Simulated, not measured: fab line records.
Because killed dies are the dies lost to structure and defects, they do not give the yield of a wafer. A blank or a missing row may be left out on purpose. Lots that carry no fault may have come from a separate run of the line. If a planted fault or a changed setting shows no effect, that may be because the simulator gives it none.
The tool behind it: which one? || flow nand harc || 14 lots, 42 wafers sampled, at 5 steps of a route of 1302

## WHAT EACH GAUGE READ, for each wafer
NHARC_THIN_TSV_CD_MEAS_16.
{"lot": "L347", "measured": "day 24 01:36", "on": "cd sem-03", "cd nm (nm)": "999.7 1003.0 998.7"}
{"lot": "L348", "measured": "day 24 08:43", "on": "cd sem-03", "cd nm (nm)": "1001.1 997.5 1002.0"}
{"lot": "L349", "measured": "day 24 07:30", "on": "cd sem-01", "cd nm (nm)": "1003.3 1002.1 1003.8"}
{"lot": "L350", "measured": "day 25 02:29", "on": "cd sem-03", "cd nm (nm)": "995.8 998.3 998.7"}
{"lot": "L351", "measured": "day 25 18:53", "on": "cd sem-02", "cd nm (nm)": "1003.0 1002.0 1000.8"}
{"lot": "L352", "measured": "day 27 01:29", "on": "cd sem-03", "cd nm (nm)": "998.7 1000.9 1000.7"}
{"lot": "L353", "measured": "day 26 20:33", "on": "cd sem-02", "cd nm (nm)": "1001.9 1002.7 1001.8"}
{"lot": "L354", "measured": "day 26 19:13", "on": "cd sem-03", "cd nm (nm)": "1000.5 1000.9 997.5"}
{"lot": "L355", "measured": "day 28 00:43", "on": "cd sem-03", "cd nm (nm)": "1002.5 999.4 1000.2"}
{"lot": "L357", "measured": "day 28 01:55", "on": "cd sem-03", "cd nm (nm)": "997.9 1000.6 999.2"}
{"lot": "L359", "measured": "day 29 21:21", "on": "cd sem-01", "cd nm (nm)": "1002.3 1000.6 1002.0"}
{"lot": "L361", "measured": "day 29 18:58", "on": "cd sem-01", "cd nm (nm)": "998.5 997.5 1002.3"}
{"lot": "L365", "measured": "day 31 10:50", "on": "cd sem-03", "cd nm (nm)": "1001.6 1000.9 999.7"}
{"lot": "L369", "measured": "day 32 22:20", "on": "cd sem-01", "cd nm (nm)": "1000.4 998.1 1000.4"}

NHARC_END_SORT_01.
{"lot": "L347", "measured": "day 24 17:01", "on": "prober-02", "killed at array": "72 65 47", "killed at other": "1 1 1", "killed at periphery": "3 4 8", "killed dies": "76 70 56", "killed open": "4 2 2", "killed short": "2 0 1"}
{"lot": "L348", "measured": "day 24 23:59", "on": "prober-02", "killed at array": "68 69 78", "killed at other": "1 0 1", "killed at periphery": "3 3 4", "killed dies": "72 72 83", "killed open": "0 4 4", "killed short": "6 1 5"}
{"lot": "L349", "measured": "day 24 23:22", "on": "prober-01", "killed at array": "61 49 58", "killed at other": "0 0 0", "killed at periphery": "10 6 12", "killed dies": "71 55 70", "killed open": "6 4 7", "killed short": "2 3 3"}
{"lot": "L350", "measured": "day 25 16:16", "on": "prober-01", "killed at array": "61 70 61", "killed at other": "0 0 0", "killed at periphery": "4 3 1", "killed dies": "65 73 62", "killed open": "3 3 3", "killed short": "3 3 1"}
{"lot": "L351", "measured": "day 26 09:45", "on": "prober-02", "killed at array": "100 83 84", "killed at other": "1 1 1", "killed at periphery": "1 0 1", "killed dies": "102 84 86", "killed open": "0 1 2", "killed short": "0 2 6"}
{"lot": "L352", "measured": "day 27 17:07", "on": "prober-01", "killed at array": "51 65 60", "killed at other": "1 1 1", "killed at periphery": "4 5 3", "killed dies": "56 71 64", "killed open": "4 7 4", "killed short": "1 1 1"}
{"lot": "L353", "measured": "day 27 10:55", "on": "prober-02", "killed at array": "20 29 30", "killed at other": "6 3 1", "killed at periphery": "0 2 2", "killed dies": "26 34 33", "killed open": "5 3 7", "killed short": "2 3 2"}
{"lot": "L354", "measured": "day 27 09:13", "on": "prober-01", "killed at array": "104 82 108", "killed at other": "0 1 1", "killed at periphery": "3 2 0", "killed dies": "107 85 109", "killed open": "1 4 5", "killed short": "4 2 1"}
{"lot": "L355", "measured": "day 28 15:43", "on": "prober-01", "killed at array": "65 74 81", "killed at other": "1 0 0", "killed at periphery": "4 3 1", "killed dies": "70 77 82", "killed open": "3 3 1", "killed short": "3 0 2"}
{"lot": "L357", "measured": "day 28 14:54", "on": "prober-02", "killed at array": "58 52 46", "killed at other": "1 1 2", "killed at periphery": "3 6 10", "killed dies": "62 59 58", "killed open": "3 1 6", "killed short": "4 3 4"}
{"lot": "L359", "measured": "day 30 17:01", "on": "prober-01", "killed at array": "43 43 54", "killed at other": "0 1 0", "killed at periphery": "3 4 1", "killed dies": "46 48 55", "killed open": "2 5 3", "killed short": "2 4 3"}
{"lot": "L361", "measured": "day 30 09:19", "on": "prober-02", "killed at array": "78 75 81", "killed at other": "0 0 0", "killed at periphery": "51 98 89", "killed dies": "129 173 170", "killed open": "4 3 1", "killed short": "2 0 2"}
{"lot": "L365", "measured": "day 32 01:16", "on": "prober-02", "killed at array": "61 59 42", "killed at other": "0 0 1", "killed at periphery": "48 90 106", "killed dies": "109 149 149", "killed open": "6 6 1", "killed short": "2 1 2"}
{"lot": "L369", "measured": "day 33 13:23", "on": "prober-01", "killed at array": "66 64 63", "killed at other": "5 2 3", "killed at periphery": "1 2 0", "killed dies": "72 68 66", "killed open": "5 3 2", "killed short": "3 3 0"}

## WHAT TOOL EACH LOT RAN ON (gives the tool, then ch and the chambers of the sampled wafers, and finally the start)
{"lot": "L347", "NHARC_P_CONTACT_DEP_30": "pecvd-01 ch 0,2, day 6 06:20", "NHARC_THIN_TSV_STRIP_62": "plasma asher-01 ch 0,1, day 24 04:02", "NHARC_THIN_TSV_PVD_19": "pvd sputter-03, day 24 17:01 or earlier"}
{"lot": "L348", "NHARC_P_CONTACT_DEP_30": "pecvd-03 ch 0,1,2, day 6 09:56", "NHARC_THIN_TSV_STRIP_62": "plasma asher-02 ch 0,1, day 24 10:22", "NHARC_THIN_TSV_PVD_19": "pvd sputter-02, day 24 23:59 or earlier"}
{"lot": "L349", "NHARC_P_CONTACT_DEP_30": "pecvd-01 ch 0,2, day 7 01:48", "NHARC_THIN_TSV_STRIP_62": "plasma asher-01 ch 0,1, day 24 09:08", "NHARC_THIN_TSV_PVD_19": "pvd sputter-02, day 24 23:22 or earlier"}
{"lot": "L350", "NHARC_P_CONTACT_DEP_30": "pecvd-02 ch 1,2, day 7 10:23", "NHARC_THIN_TSV_STRIP_62": "plasma asher-01 ch 0,1, day 25 04:09", "NHARC_THIN_TSV_PVD_19": "pvd sputter-02, day 25 16:16 or earlier"}
{"lot": "L351", "NHARC_P_CONTACT_DEP_30": "pecvd-02 ch 0,2, day 7 20:24", "NHARC_THIN_TSV_STRIP_62": "plasma asher-01 ch 0,1, day 25 20:35", "NHARC_THIN_TSV_PVD_19": "pvd sputter-02, day 26 09:45 or earlier"}
{"lot": "L352", "NHARC_P_CONTACT_DEP_30": "pecvd-02 ch 0,1,2, day 8 11:18", "NHARC_THIN_TSV_STRIP_62": "plasma asher-01 ch 0, day 27 03:07", "NHARC_THIN_TSV_PVD_19": "pvd sputter-02, day 27 17:07 or earlier"}
{"lot": "L353", "NHARC_P_CONTACT_DEP_30": "pecvd-01 ch 0,1,2, day 9 01:29", "NHARC_THIN_TSV_STRIP_62": "plasma asher-01 ch 0,1, day 26 22:13", "NHARC_THIN_TSV_PVD_19": "pvd sputter-03, day 27 10:55 or earlier"}
{"lot": "L354", "NHARC_P_CONTACT_DEP_30": "pecvd-01 ch 0,1, day 9 04:59", "NHARC_THIN_TSV_STRIP_62": "plasma asher-02 ch 0, day 26 20:50", "NHARC_THIN_TSV_PVD_19": "pvd sputter-02, day 27 09:13 or earlier"}
{"lot": "L355", "NHARC_P_CONTACT_DEP_30": "pecvd-03 ch 0,2, day 9 19:43", "NHARC_THIN_TSV_STRIP_62": "plasma asher-01 ch 0,1, day 28 02:27", "NHARC_THIN_TSV_PVD_19": "pvd sputter-03, day 28 15:43 or earlier"}
{"lot": "L357", "NHARC_P_CONTACT_DEP_30": "pecvd-01 ch 0,1,2, day 10 10:11", "NHARC_THIN_TSV_STRIP_62": "plasma asher-02 ch 0,1, day 28 03:37", "NHARC_THIN_TSV_PVD_19": "pvd sputter-03, day 28 14:54 or earlier"}
{"lot": "L359", "NHARC_P_CONTACT_DEP_30": "pecvd-03 ch 1,2, day 11 19:06", "NHARC_THIN_TSV_STRIP_62": "plasma asher-01 ch 0,1, day 29 23:11", "NHARC_THIN_TSV_PVD_19": "pvd sputter-02, day 30 17:01 or earlier"}
{"lot": "L361", "NHARC_P_CONTACT_DEP_30": "pecvd-03 ch 0,2, day 12 06:20", "NHARC_THIN_TSV_STRIP_62": "plasma asher-01 ch 0,1, day 29 20:35", "NHARC_THIN_TSV_PVD_19": "pvd sputter-03, day 30 09:19 or earlier"}
{"lot": "L365", "NHARC_P_CONTACT_DEP_30": "pecvd-03 ch 0,1,2, day 13 12:22", "NHARC_THIN_TSV_STRIP_62": "plasma asher-02 ch 0,1, day 31 12:28", "NHARC_THIN_TSV_PVD_19": "pvd sputter-01, day 32 01:16 or earlier"}
{"lot": "L369", "NHARC_P_CONTACT_DEP_30": "pecvd-01 ch 0,1,2, day 15 10:32", "NHARC_THIN_TSV_STRIP_62": "plasma asher-01 ch 0,1, day 33 00:06", "NHARC_THIN_TSV_PVD_19": "pvd sputter-02, day 33 13:23 or earlier"}
- NHARC_P_CONTACT_DEP_30: deposits SiNx, target thk 30 nm.
- NHARC_THIN_TSV_STRIP_62: strips in N2/H2, time 20 s.
- NHARC_THIN_TSV_PVD_19: deposits TaN, target thk 20 nm.

## WHAT THE TOOLS THEMSELVES READ (means of the sampled wafers that have a number; where no wafer has one, the mark that the record gives instead)
NHARC_P_CONTACT_DEP_30.
{"lot": "L347", "tool": "pecvd-01", "heater power outer w (W)": 555, "heater power w (W)": 895}
{"lot": "L348", "tool": "pecvd-03", "heater power outer w (W)": 464, "heater power w (W)": 737}
{"lot": "L349", "tool": "pecvd-01", "heater power outer w (W)": 581, "heater power w (W)": 938}
{"lot": "L350", "tool": "pecvd-02", "heater power outer w (W)": 381, "heater power w (W)": 652}
{"lot": "L351", "tool": "pecvd-02", "heater power outer w (W)": 328, "heater power w (W)": 570}
{"lot": "L352", "tool": "pecvd-02", "heater power outer w (W)": 445, "heater power w (W)": 735}
{"lot": "L353", "tool": "pecvd-01", "heater power outer w (W)": 476, "heater power w (W)": 793}
{"lot": "L354", "tool": "pecvd-01", "heater power outer w (W)": 531, "heater power w (W)": 904}
{"lot": "L355", "tool": "pecvd-03", "heater power outer w (W)": 500, "heater power w (W)": 769}
{"lot": "L357", "tool": "pecvd-01", "heater power outer w (W)": 503, "heater power w (W)": 840}
{"lot": "L359", "tool": "pecvd-03", "heater power outer w (W)": 419, "heater power w (W)": 687}
{"lot": "L361", "tool": "pecvd-03", "heater power outer w (W)": 487, "heater power w (W)": 747}
{"lot": "L365", "tool": "pecvd-03", "heater power outer w (W)": 491, "heater power w (W)": 773}
{"lot": "L369", "tool": "pecvd-01", "heater power outer w (W)": 496, "heater power w (W)": 819}

NHARC_THIN_TSV_STRIP_62.
{"lot": "L347", "tool": "plasma asher-01", "drypump motor current A (A)": 5.53, "heater power w (W)": 329}
{"lot": "L348", "tool": "plasma asher-02", "drypump motor current A (A)": 4.92, "heater power w (W)": 368}
{"lot": "L349", "tool": "plasma asher-01", "drypump motor current A (A)": 5.49, "heater power w (W)": 292}
{"lot": "L350", "tool": "plasma asher-01", "drypump motor current A (A)": 5.52, "heater power w (W)": 333}
{"lot": "L351", "tool": "plasma asher-01", "drypump motor current A (A)": 5.49, "heater power w (W)": 298}
{"lot": "L352", "tool": "plasma asher-01", "drypump motor current A (A)": 5.55, "heater power w (W)": 362}
{"lot": "L353", "tool": "plasma asher-01", "drypump motor current A (A)": 5.52, "heater power w (W)": 324}
{"lot": "L354", "tool": "plasma asher-02", "drypump motor current A (A)": 5.24, "heater power w (W)": 322}
{"lot": "L355", "tool": "plasma asher-01", "drypump motor current A (A)": 5.51, "heater power w (W)": 327}
{"lot": "L357", "tool": "plasma asher-02", "drypump motor current A (A)": 4.92, "heater power w (W)": 364}
{"lot": "L359", "tool": "plasma asher-01", "drypump motor current A (A)": 5.53, "heater power w (W)": 325}
{"lot": "L361", "tool": "plasma asher-01", "drypump motor current A (A)": 5.47, "heater power w (W)": 294}
{"lot": "L365", "tool": "plasma asher-02", "drypump motor current A (A)": 4.93, "heater power w (W)": 364}
{"lot": "L369", "tool": "plasma asher-01", "drypump motor current A (A)": 5.49, "heater power w (W)": 299}

NHARC_THIN_TSV_PVD_19.
{"lot": "L347", "tool": "pvd sputter-03", "throttle valve pct (%)": 30.0}
{"lot": "L348", "tool": "pvd sputter-02", "throttle valve pct (%)": 30.8}
{"lot": "L349", "tool": "pvd sputter-02", "throttle valve pct (%)": 30.1}
{"lot": "L350", "tool": "pvd sputter-02", "throttle valve pct (%)": 30.2}
{"lot": "L351", "tool": "pvd sputter-02", "throttle valve pct (%)": 30.5}
{"lot": "L352", "tool": "pvd sputter-02", "throttle valve pct (%)": 30.6}
{"lot": "L353", "tool": "pvd sputter-03", "throttle valve pct (%)": 30.3}
{"lot": "L354", "tool": "pvd sputter-02", "throttle valve pct (%)": 31.0}
{"lot": "L355", "tool": "pvd sputter-03", "throttle valve pct (%)": 29.5}
{"lot": "L357", "tool": "pvd sputter-03", "throttle valve pct (%)": 30.3}
{"lot": "L359", "tool": "pvd sputter-02", "throttle valve pct (%)": 29.7}
{"lot": "L361", "tool": "pvd sputter-03", "throttle valve pct (%)": 29.2}
{"lot": "L365", "tool": "pvd sputter-01", "throttle valve pct (%)": 29.8}
{"lot": "L369", "tool": "pvd sputter-02", "throttle valve pct (%)": 29.5}

## THE ANSWER, worked out from the rows above alone
Rule: the lots themselves supply what counts as usual. The widest of any qualifying gaps counts: lots, ordered by their means at a reading, are off when they make up no more than a third of the lots, leave a main group of 4 or more, and stand apart from it by 3 or more times the standard deviation of that group's means. If all means in a main group match to the digits the tables above print for the reading, that group is not used. A lot without any number at a reading at which 4 lots or more have one is off too. Any other lot the step has rows for is counted as sound. The gauges are gone through in route order, then the tools' own readings, and for those a lot's mean is taken as printed above. The first step at which some lot is off is used, and at that step the reading that is off furthest; a lot without a number counts as furthest.
Off at NHARC_END_SORT_01 (killed at periphery): L361, L365. The main group has a mean of 3.4 with a standard deviation of 2.4.
A tool fits if, at a process step before that reading, it ran every lot that is off, and no sound lot after the first of them. The gauges at NHARC_END_SORT_01 are tried like those tools. With no start given for some of its lots, NHARC_THIN_TSV_PVD_19 uses the hours and lot order of NHARC_END_SORT_01. This does not decide it: 2 tools fit, namely pecvd-03 at NHARC_P_CONTACT_DEP_30 and prober-02 at NHARC_END_SORT_01.

## WHAT THE SIMULATOR HAD PUT IN
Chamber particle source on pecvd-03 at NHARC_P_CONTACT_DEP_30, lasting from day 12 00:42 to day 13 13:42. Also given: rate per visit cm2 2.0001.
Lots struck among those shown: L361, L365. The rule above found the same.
